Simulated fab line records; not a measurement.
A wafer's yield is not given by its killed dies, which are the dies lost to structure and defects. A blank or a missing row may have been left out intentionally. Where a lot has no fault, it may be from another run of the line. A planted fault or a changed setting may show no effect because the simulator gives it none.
fab line records	flow nand-harc
[record] lots = 12	wafers = 36	last-day = 24
route steps=1159 shown P_ZERO_WELL@14 P_GATE@144 END@1159
lots untouched by any fault: they come from a run of this same line in which no faults occurred
start-h: hours from the record's first day to the start of the lot's first wafer shown	wait-h: hours elapsed since this lot's preceding step	" repeats the value in the row above	L1.1+2: a row that stands for several wafers	- value missing, or start not given	* or withheld: withheld	< > ~ a bound
route shown NAME@n: names a module that has steps shown in the file, with the first one's number in the route	usual: mean and standard deviation over wafers with no fault	same: alike in all rows	chamber/n: place in a boat	sites: the reading at each site	_std_site: their standard deviation	_edge_site: inner sites' mean taken away from outer sites' mean	radius-mm: how far each site lies from the wafer's centre	mask NAME#n: copy n	behind: the tool/chamber that last shaped the wafer	hold: why the lot was held/for how many hours/how that ended	device: transistor that didn't switch, given as n, p or np	end of line: tests run on the same wafers once the route is complete	a step with no rows: only its recipe	killed: count of dies lost to structure and defects at first sort (not the wafer's yield)	map: a wafer's dies, x killed, . not, _ none there
set.NAME: the setting that was run; set.NAME@STEP: the one run at that earlier step	model.NAME: the simulator's own value behind a step, which no gauge read
a sample of lots followed through the steps of the route, with each step as a table and each wafer as a row
services: a tool's chamber out of use, with start hour (start-h, from the record's first day; less than 0 if before it), hours out, and reason
[[steps]]
[step NHARC_P_ZERO_WELL_CD_MEAS_11]
[recipe] target-cd-nm = 500	landing-energy-ev = 500
[usual] cd-nm = 499.6/1.7
lot.wafer	tool	chamber	start-h	wait-h	cd-nm
L741.2	cd-sem-02	0	13.24	-	500.6
L741.4	"	0	"	"	498.4
L741.6	"	0	"	"	502.2
L742.2	cd-sem-03	0	19.25	-	498.8
L742.3	"	0	"	"	497.4
L742.5	"	0	"	"	497.8
L743.2	cd-sem-01	0	25.13	-	498.6
L743.3	"	0	"	"	500.1
L743.6	"	0	"	"	499.5
L744.2	cd-sem-03	0	31.24	-	497.8
L744.3	"	0	"	"	495.3
L744.5	"	0	"	"	498.9
L745.2	cd-sem-01	0	37.12	-	502.5
L745.3	"	0	"	"	500.3
L745.5	"	0	"	"	502.3
L747.2	cd-sem-01	0	49.12	-	498.0
L747.5	"	0	"	"	498.7
L747.6	"	0	"	"	496.8
L749.2	cd-sem-01	0	61.24	-	500.7
L749.3	"	0	"	"	499.4
L749.6	"	0	"	"	498.7
L758.2	cd-sem-01	0	115.25	-	498.5
L758.3	"	0	"	"	497.8
L758.6	"	0	"	"	500.5
L760.2	cd-sem-02	0	127.24	-	501.9
L760.3	"	0	"	"	499.9
L760.5	"	0	"	"	500.4
L761.3	cd-sem-02	0	133.25	-	501.2
L761.4	"	0	"	"	502.7
L761.5	"	0	"	"	503.6
L763.3	cd-sem-02	0	145.25	-	498.4
L763.5	"	0	"	"	500.3
L763.6	"	0	"	"	496.7
L764.2	cd-sem-01	0	151.25	-	500.9
L764.5	"	0	"	"	498.6
L764.6	"	0	"	"	499.0
[step NHARC_P_ZERO_WELL_EXPOSE_34]
[recipe] na = 0.6	target-cd-nm = 720	dose-mj = 22.31	mask-id = P_PWELL
[usual] focus-offset-nm = 0.0/0.59
lot.wafer	tool	chamber	start-h	wait-h	mask	focus-offset-nm
L741.2	krf-scanner-02	0	15.95	-	P_PWELL#0	-0.1
L741.4	"	0	"	"	P_PWELL#0	1.1
L741.6	"	0	"	"	P_PWELL#0	0.2
L742.2	krf-scanner-02	0	21.96	-	P_PWELL#0	0.9
L742.3	"	0	"	"	P_PWELL#0	1.4
L742.5	"	0	"	"	P_PWELL#0	0.5
L743.2	krf-scanner-01	0	27.84	-	P_PWELL#0	0.6
L743.3	"	0	"	"	P_PWELL#0	0.4
L743.6	"	0	"	"	P_PWELL#0	0.1
L744.2	krf-scanner-01	0	33.83	-	P_PWELL#0	-0.9
L744.3	"	0	"	"	P_PWELL#0	-0.4
L744.5	"	0	"	"	P_PWELL#0	-1.6
L745.2	krf-scanner-04	0	40.01	-	P_PWELL#0	0.0
L745.3	"	0	"	"	P_PWELL#0	0.3
L745.5	"	0	"	"	P_PWELL#0	-0.8
L747.2	krf-scanner-04	0	51.82	-	P_PWELL#0	0.0
L747.5	"	0	"	"	P_PWELL#0	0.3
L747.6	"	0	"	"	P_PWELL#0	1.0
L749.2	krf-scanner-01	0	63.95	-	P_PWELL_R1#0	0.5
L749.3	"	0	"	"	P_PWELL_R1#0	0.5
L749.6	"	0	"	"	P_PWELL_R1#0	0.1
L758.2	krf-scanner-04	0	117.97	-	P_PWELL#0	-1.5
L758.3	"	0	"	"	P_PWELL#0	0.4
L758.6	"	0	"	"	P_PWELL#0	-0.6
L760.2	krf-scanner-01	0	130.08	-	P_PWELL#0	-0.2
L760.3	"	0	"	"	P_PWELL#0	-0.5
L760.5	"	0	"	"	P_PWELL#0	-0.6
L761.3	krf-scanner-01	0	135.98	-	P_PWELL#0	1.7
L761.4	"	0	"	"	P_PWELL#0	0.7
L761.5	"	0	"	"	P_PWELL#0	0.1
L763.3	krf-scanner-01	0	147.99	-	P_PWELL#0	0.0
L763.5	"	0	"	"	P_PWELL#0	-0.6
L763.6	"	0	"	"	P_PWELL#0	-0.4
L764.2	krf-scanner-01	0	153.84	-	P_PWELL#0	-1.2
L764.5	"	0	"	"	P_PWELL#0	0.2
L764.6	"	0	"	"	P_PWELL#0	0.7
[step NHARC_P_ZERO_WELL_CD_MEAS_37]
[recipe] target-cd-nm = 720	landing-energy-ev = 500
[usual] cd-nm = 720.3/1.8
lot.wafer	tool	chamber	start-h	wait-h	cd-nm
L741.2	cd-sem-02	0	16.10	-	720.4
L741.4	"	0	"	"	719.4
L741.6	"	0	"	"	721.6
L742.2	cd-sem-02	0	22.11	-	721.3
L742.3	"	0	"	"	719.1
L742.5	"	0	"	"	719.8
L743.2	cd-sem-01	0	28.00	-	721.6
L743.3	"	0	"	"	717.9
L743.6	"	0	"	"	721.1
L744.2	cd-sem-03	0	33.98	-	722.0
L744.3	"	0	"	"	718.2
L744.5	"	0	"	"	718.2
L745.2	cd-sem-02	0	40.17	-	720.1
L745.3	"	0	"	"	719.2
L745.5	"	0	"	"	719.1
L747.2	cd-sem-03	0	51.97	-	718.2
L747.5	"	0	"	"	719.7
L747.6	"	0	"	"	720.3
L749.2	cd-sem-02	0	64.11	-	786.9
L749.3	"	0	"	"	788.0
L749.6	"	0	"	"	790.0
L758.2	cd-sem-02	0	118.12	-	723.3
L758.3	"	0	"	"	723.0
L758.6	"	0	"	"	720.2
L760.2	cd-sem-02	0	130.24	-	719.1
L760.3	"	0	"	"	718.7
L760.5	"	0	"	"	722.4
L761.3	cd-sem-02	0	136.13	-	722.7
L761.4	"	0	"	"	722.9
L761.5	"	0	"	"	720.3
L763.3	cd-sem-03	0	148.14	-	720.0
L763.5	"	0	"	"	721.4
L763.6	"	0	"	"	717.6
L764.2	cd-sem-03	0	153.99	-	716.3
L764.5	"	0	"	"	718.2
L764.6	"	0	"	"	718.4
[step NHARC_P_GATE_DESCUM_31]
[recipe] time-s = 3	o2-flow-sccm = 200	ar-flow-sccm = 0	bias-power-w = 0	chemistry = O2
[usual] drypump-motor-current-A = 5.5/0.36	o2-flow-sccm = 200.0/0.61	oes-product-au = 0.999/0.011	rf-vpp-V = 57.7/0.86	showerhead-plenum-p-Torr = 1.93/0.093	throttle-valve-pct = 11.310/0.0087
lot.wafer	tool	chamber	start-h	wait-h	drypump-motor-current-A	o2-flow-sccm	oes-product-au	rf-hours-counter-h	rf-vpp-V	showerhead-plenum-p-Torr	throttle-valve-pct
L741.2	rie-diel-07	1	87.91	0.1	5.5	200.0	1.014	5	58.2	2.04	11.315
L741.4	"	0	"	"	5.1	199.6	1.016	6	58.0	1.97	11.321
L741.6	"	1	"	"	5.5	198.9	1.016	-	57.4	2.04	11.303
L743.2	rie-diel-07	2	99.99	0.1	5.4	200.8	0.991	10	57.6	1.97	11.310
L743.3	"	0	"	"	5.1	200.8	0.999	8	59.8	1.97	11.305
L743.6	"	3	"	"	5.6	200.1	0.981	-	58.7	2.05	11.301
L742.2	rie-diel-03	3	100.17	0.1	5.5	200.5	0.981	20	57.4	1.78	11.307
L742.3	"	1	"	"	6.3	199.6	1.012	21	57.8	1.98	11.305
L742.5	"	3	"	"	5.4	200.4	0.987	-	56.6	1.78	11.312
L744.2	rie-diel-03	0	105.88	0.1	5.5	200.5	1.001	23	58.0	1.90	11.311
L744.3	"	2	"	"	4.7	199.7	1.008	24	57.4	2.00	11.313
L744.5	"	0	"	"	5.5	200.4	1.004	-	56.5	1.90	11.317
L745.3	rie-diel-06	3	110.89	0.1	6.1	200.4	0.996	10	56.8	1.82	11.320
L745.2	"	1	"	"	5.0	199.7	1.017	17	58.2	1.88	11.293
L745.5	"	0	"	"	5.7	200.0	1.004	-	56.0	1.83	11.313
L747.2	rie-diel-03	2	119.51	0.1	4.7	200.0	1.003	29	58.9	2.00	11.304
L747.6	"	3	"	"	5.5	200.6	0.976	-	56.2	1.78	11.317
L747.5	"	0	"	"	5.5	199.2	0.997	-	58.0	1.90	11.317
L749.2	rie-diel-07	0	136.08	0.1	5.0	200.2	0.998	14	57.2	1.97	11.308
L749.3	"	2	"	"	5.4	200.7	0.997	16	57.9	1.97	11.294
L749.6	"	0	"	"	5.0	199.9	1.006	-	57.1	1.97	11.327
L758.2	rie-diel-07	2	191.68	0.1	5.5	199.6	1.000	28	57.7	1.97	11.303
L758.3	"	0	"	"	5.1	199.6	1.003	24	57.4	1.96	11.323
L758.6	"	2	"	"	5.4	199.9	1.005	-	58.2	1.97	11.312
L761.4	rie-diel-07	3	203.25	0.1	5.6	199.1	0.981	29	57.3	2.04	11.301
L761.3	"	0	"	"	5.0	200.8	1.006	27	57.4	1.96	11.309
L761.5	"	2	"	"	5.4	199.3	0.992	-	57.1	1.97	11.299
L760.2	rie-diel-03	3	203.33	0.1	5.5	199.8	0.989	55	57.4	1.77	11.296
L760.3	"	0	"	"	5.5	200.3	1.000	56	58.2	1.89	11.302
L760.5	"	2	"	"	4.7	200.3	0.996	-	58.2	1.99	11.305
L763.3	rie-diel-07	2	225.13	0.1	5.5	200.5	0.998	35	58.1	1.97	11.298
L763.6	"	2	"	"	5.4	200.5	0.995	-	58.0	1.97	11.318
L763.5	"	3	"	"	5.6	199.2	0.981	-	57.9	2.04	11.315
L764.2	rie-diel-06	1	230.73	0.1	5.0	200.0	1.008	62	56.8	1.86	11.301
L764.5	"	2	"	"	5.5	200.6	1.002	-	56.9	1.77	11.310
L764.6	"	1	"	"	5.0	200.7	1.007	-	55.4	1.86	11.311
[step NHARC_P_GATE_ALD_36]
[recipe] target-thk-a = 200	pulse-time-s = 60	ald-cycles = 223	temp-c = 400	material = SiNx
[usual] heater-power-w = 772/86	precursor-pulse-height-rel = 0.999/0.018
lot.wafer	tool	chamber	start-h	wait-h	heater-power-w	precursor-pulse-height-rel
L741.2	ald-sin-03	2	89.20	-	810	0.966
L741.6	"	0	94.81	-	779	1.001
L741.4	"	1	96.21	-	603	0.991
L742.2	ald-sin-04	1	102.12	-	723	1.032
L742.3	"	0	105.33	-	736	0.994
L742.5	"	1	106.40	-	710	0.959
L743.2	ald-sin-02	1	103.19	-	736	1.006
L743.3	"	2	104.60	-	819	1.010
L743.6	"	1	107.41	-	739	0.987
L744.3	ald-sin-04	2	108.53	-	836	0.990
L744.2	"	3	109.95	-	669	1.006
L744.5	"	3	114.21	-	649	0.994
L745.3	ald-sin-02	3	113.20	-	962	0.976
L745.2	"	1	115.29	-	763	0.975
L745.5	"	3	117.38	-	974	0.965
L747.2	ald-sin-04	0	120.84	-	727	1.021
L747.6	"	0	125.03	-	746	0.994
L747.5	"	1	126.08	-	729	0.998
L749.2	ald-sin-04	3	139.45	-	651	1.025
L749.3	"	0	140.50	-	734	1.001
L749.6	"	2	142.62	-	843	0.975
L758.2	ald-sin-03	1	196.32	-	615	0.976
L758.3	"	2	197.38	-	781	0.952
L758.6	"	3	198.44	-	787	1.002
L760.3	ald-sin-03	2	205.76	-	782	1.019
L760.2	"	3	206.82	-	765	0.998
L760.5	"	2	209.98	-	782	1.017
L761.3	ald-sin-04	0	206.65	-	756	0.992
L761.4	"	1	207.72	-	702	1.021
L761.5	"	3	209.87	-	665	1.010
L763.3	ald-sin-04	1	226.38	-	712	1.008
L763.5	"	1	230.67	-	718	0.991
L763.6	"	2	231.74	-	893	0.999
L764.2	ald-sin-03	1	235.57	-	619	0.992
L764.6	"	2	236.63	-	794	0.990
L764.5	"	3	237.70	-	788	1.009
[step NHARC_END_SORT_01]
[recipe] temp-c = 25
[usual] killed-at-array = 21/8.9	killed-at-other = 0.8/1.3	killed-at-periphery = 3.6/2.4	killed-dies = 26/8.9	killed-open = 3.1/1.8	killed-short = 1.9/1.3
[same] gross-dies = 677
lot.wafer	tool	chamber	start-h	wait-h	killed-at-array	killed-at-other	killed-at-periphery	killed-dies	killed-open	killed-short
L749.2	prober-02	0	485.81	2.8	47	1	12	60	11	5
L749.3	prober-02	0	486.60	3.1	37	1	11	49	3	3
L749.6	prober-02	0	488.98	4.0	35	1	7	43	4	0
// killed by level:class
L749.2 A_CHANNEL_HOLE_D1:chamber-film-flake=17 A_SLIT:chamber-film-flake=11 P_M0:chamber-film-flake=4 A_CHANNEL_FILL_D1:geometric-particle:open=3 P_GATE:chamber-film-flake=3 A_ZERO_WELL:chamber-film-flake=3 P_M2:geometric-particle:open=2 A_ONON_D1:geometric-particle:short=2
L749.3 A_CHANNEL_HOLE_D1:chamber-film-flake=20 P_M0:chamber-film-flake=6 A_SLIT:chamber-film-flake=5 A_M0:chamber-film-flake=3 P_GATE:chamber-film-flake=2 A_CONTACT:chamber-film-flake=2 P_ZERO_WELL:area-expose=2 P_M0:geometric-particle:short=1
L749.6 A_CHANNEL_HOLE_D1:chamber-film-flake=11 A_SLIT:chamber-film-flake=10 A_CONTACT:chamber-film-flake=5 A_M0:chamber-film-flake=5 P_M0:chamber-film-flake=4 A_M0:geometric-particle:open=2 P_GATE:geometric-particle:open=1 A_CONTACT:geometric-particle:open=1
[[services]]
tool	chamber	start-h	hours	kind
ald-sin-04	-	8.00	10.0	pm
rie-diel-07	2	12.13	8.3	repair
ald-sin-02	2	16.78	5.0	repair
krf-scanner-04	-	25.22	8.5	repair
krf-scanner-02	-	38.00	4.0	pm
rie-diel-03	-	38.83	9.0	pm
ald-sin-02	3	39.26	2.5	repair
ald-sin-04	1	43.01	6.6	repair
rie-diel-07	-	51.21	9.0	pm
ald-sin-03	3	62.22	63.7	repair
krf-scanner-01	-	75.16	0.2	repair
rie-diel-07	1	77.31	5.8	repair
krf-scanner-01	-	82.40	0.2	repair
krf-scanner-01	-	90.57	0.8	repair
krf-scanner-01	-	95.65	4.0	pm
ald-sin-03	-	104.20	10.0	pm
krf-scanner-01	-	105.62	0.5	repair
krf-scanner-01	-	124.91	4.5	repair
krf-scanner-04	-	126.01	4.0	pm
ald-sin-04	-	186.00	10.0	pm
rie-diel-03	-	215.83	9.0	pm
krf-scanner-04	-	217.33	2.0	repair
krf-scanner-01	-	217.67	2.9	repair
rie-diel-07	-	228.21	9.0	pm
[[key]]
[first-sign] step = NHARC_P_ZERO_WELL_EXPOSE_34	reading = mask	direction = changed
[effect] step = NHARC_P_ZERO_WELL_CD_MEAS_37	reading = cd-nm	direction = up	sigmas = 38	usual = 720.3	struck = 788.3
met-at NHARC_P_ZERO_WELL_EXPOSE_34
struck-lots L749
tester-left-out L749
not-acting-at NHARC_P_ZERO_WELL_CD_MEAS_11,NHARC_P_GATE_DESCUM_31,NHARC_P_GATE_ALD_36
onset-between 33.83 63.95
[fault] kind = wrong-mask	tool = any	chamber = -	onset-h = 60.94	steps = NHARC_P_ZERO_WELL_EXPOSE_34	aux-copy = P_PWELL_R1#0	cd-offset-nm = 67.59	scope = struck-lots-only
// tester-left-out: of these lots the tester's yield and bins aren't shown, on N5 and GAA mostly nor the transistor test; their killed dies are dies lost to structure and defects alone, not to doping, threshold or leakage, so they don't give the yield
